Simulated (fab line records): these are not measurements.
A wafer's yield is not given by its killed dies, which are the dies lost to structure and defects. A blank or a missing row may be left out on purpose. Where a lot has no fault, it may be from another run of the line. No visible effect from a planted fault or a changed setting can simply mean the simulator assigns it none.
Struck lot and sound lot, side by side -- flow n5Finfet -- 17 steps out of a route of 1938
Sound: the wafers L771.2, L771.3, L771.6. The struck wafers were L788.1, L788.3, L788.6. At the end, the cause is stated.
At each step with rows: each side's tool, then ch and its chambers, then its first start. Under that, the readings that differ: sound wafers -- struck wafers -- difference of the means -- sigmas: that difference in standard deviations of wafers without a fault.
alike: readings whose means differ by less than 2 such deviations, and words and numbers that are the same on both sides. not compared: withheld readings, readings that some wafer has no value for, bounds like >300 that may hide the same value, and numbers for which the record gives no deviation and whose values overlap.
The two part at a step that has a row with sigmas, a row that says differs or no value, or rows on one side only. Numbers that don't overlap but have no deviation are shown without sigmas and don't part them. Lack of a reading on every wafer of one side parts them only where that side has two or more wafers.

first, 1 step without rows for these wafers: N5_GATE_CUT_DEVELOP_12 (develop time 30 s).
N5_GATE_CUT_CD_MEAS_13: target cd 20 nm.
  sound on cdSem-01 ch 0, day 4 12:29; struck on cdSem-03 ch 0, day 9 01:52
  alike: cdNm
N5_GATE_CUT_OVL_MEAS_14:
  sound on overlay-02 ch 0, day 4 12:31; struck on overlay-01 ch 0, day 9 01:54
  alike: GATE_CUT_OVL
N5_GATE_CUT_INSPECT_15: inspects for defects (brightfield).
  sound on defectInspect-02 at day 4 12:34; struck on defectInspect-01 at day 9 01:58
  alike: rawDefectCount
then, 2 steps without rows for these wafers: N5_GATE_CUT_DESCUM_18 (chemistry O2, time 7 s); N5_GATE_CUT_ETCH_28 (etches underlayer in N2/H2, target depth 13 nm, time 10.4 s).
N5_GATE_CUT_ETCH_36: etches SiARC in CF4, target depth 13 nm, time 21.7 s.
  sound on rieDiel-03 ch 0,1, day 4 12:46; struck on rieDiel-03 ch 0,1,3, day 9 02:09
  alike: biasW, drypumpMotorCurrentA, etchRfOnTimeS, oesProductAu, rfVppV, showerheadPlenumPTorr, throttleValvePct
  not compared: rfHoursCounterH
N5_GATE_CUT_ETCH_37: etches SOC in N2/H2, target depth 60 nm, overetch 12 nm, time 90 s.
  sound on rieDiel-03 ch 0,1, day 4 12:47; struck on rieDiel-03 ch 0,1,3, day 9 02:10
  alike: biasW, drypumpMotorCurrentA, h2FlowSccm, oesProductAu, rfVppV, showerheadPlenumPTorr, throttleValvePct
  not compared: rfHoursCounterH
then, 2 steps without rows for these wafers: N5_GATE_CUT_STRIP_38 (strips in N2/H2); N5_GATE_CUT_STRIP_39 (strips in N2/H2).
N5_GATE_CUT_HM_OPEN_40: chemistry C4F6/O2, target SiO2, target depth 139 nm, time 85.1 s.
  sound on rieDiel-03 ch 0,1, day 4 12:52; struck on rieDiel-03 ch 0,1,3, day 9 02:16
  alike: biasW, drypumpMotorCurrentA, etchRfOnTimeS, oes_f_703_au, oesProductAu, rfVppV, showerheadPlenumPTorr, throttleValvePct
  not compared: rfHoursCounterH
N5_GATE_CUT_STRIP_41: strips in CF4.
  sound on rieDiel-03 ch 0,1, day 4 12:56; struck on rieDiel-03 ch 0,1,3, day 9 02:19
  alike: biasPowerW, cf4FlowSccm, drypumpMotorCurrentA, oesProductAu, rfVppV, showerheadPlenumPTorr, throttleValvePct
  not compared: rfHoursCounterH
N5_GATE_CUT_STRIP_42: strips in O2.
  sound on rieDiel-03 ch 0,1, day 4 12:57; struck on rieDiel-03 ch 0,1,3, day 9 02:20
  no value came back on the struck wafers for any of 7 readings (biasPowerW (W), chamberPressureMTorr (mTorr) and others); on the sound wafers biasPowerW (W) reads 0 0 0
reading,sound,struck,difference,sigmas
model.SOC_of_GATE_CUT_COAT_34.thkNm (nm),0 0 0,34 33.8 32.6,+33,
  not compared: rfHoursCounterH
N5_GATE_CUT_ETCH_19: etches SiNx in CH3F/O2, target depth 53.7 nm, time 76.7 s.
  sound on rieDiel-03 ch 0,1, day 4 12:59; struck on rieDiel-03 ch 0,1,3, day 9 02:23
reading,sound,struck,difference,sigmas
model.SOC_of_GATE_CUT_COAT_34.thkNm (nm),0 0 0,14.2 14.2 13,+13.8,
  alike: biasW, drypumpMotorCurrentA, etchRfOnTimeS, oes_f_703_au, oesProductAu, rfVppV, showerheadPlenumPTorr, throttleValvePct
  not compared: rfHoursCounterH
N5_GATE_CUT_CUT_ETCH_53: etches W in SF6/Cl2, target depth 79.2 nm.
  sound on rieMetal-03 ch 0,1, day 4 13:06; struck on rieMetal-01 ch 0,1, day 9 02:29
  alike: biasW, drypumpMotorCurrentA, etchRfOnTimeS, oesProductAu, throttleValvePct
  not compared: rfHoursCounterH
-- the record jumps here: 4 days lie between the struck wafers' starts before and after (it left off in module GATE_CUT and takes up again in module BEOL_M4, whose first step shown is number 1111 of the route) --
N5_BEOL_M4_RC_MEAS_101:
  sound on prober-02 ch 0, day 8 11:55; struck on prober-02 ch 0, day 12 18:27
  alike: DIBL_N, DIBL_P, IOFF_N, IOFF_P, ION_N, ION_P, SS_N, SS_P, VT_N, VT_P
-- a jump in the record: the struck wafers' starts before and after are 5 days apart (it breaks off in module BEOL_M4 and resumes in module PASSIVATION, where the first step shown is number 1936 of the route) --
N5_PASSIVATION_PROBE_49:
  record: rows for the struck wafers here (prober-02, day 17 13:18), none for the sound ones

## WHERE THEY PART
At N5_GATE_CUT_STRIP_42 first; at N5_PASSIVATION_PROBE_49 last (within this record only).

WHY: whatever the simulator had introduced
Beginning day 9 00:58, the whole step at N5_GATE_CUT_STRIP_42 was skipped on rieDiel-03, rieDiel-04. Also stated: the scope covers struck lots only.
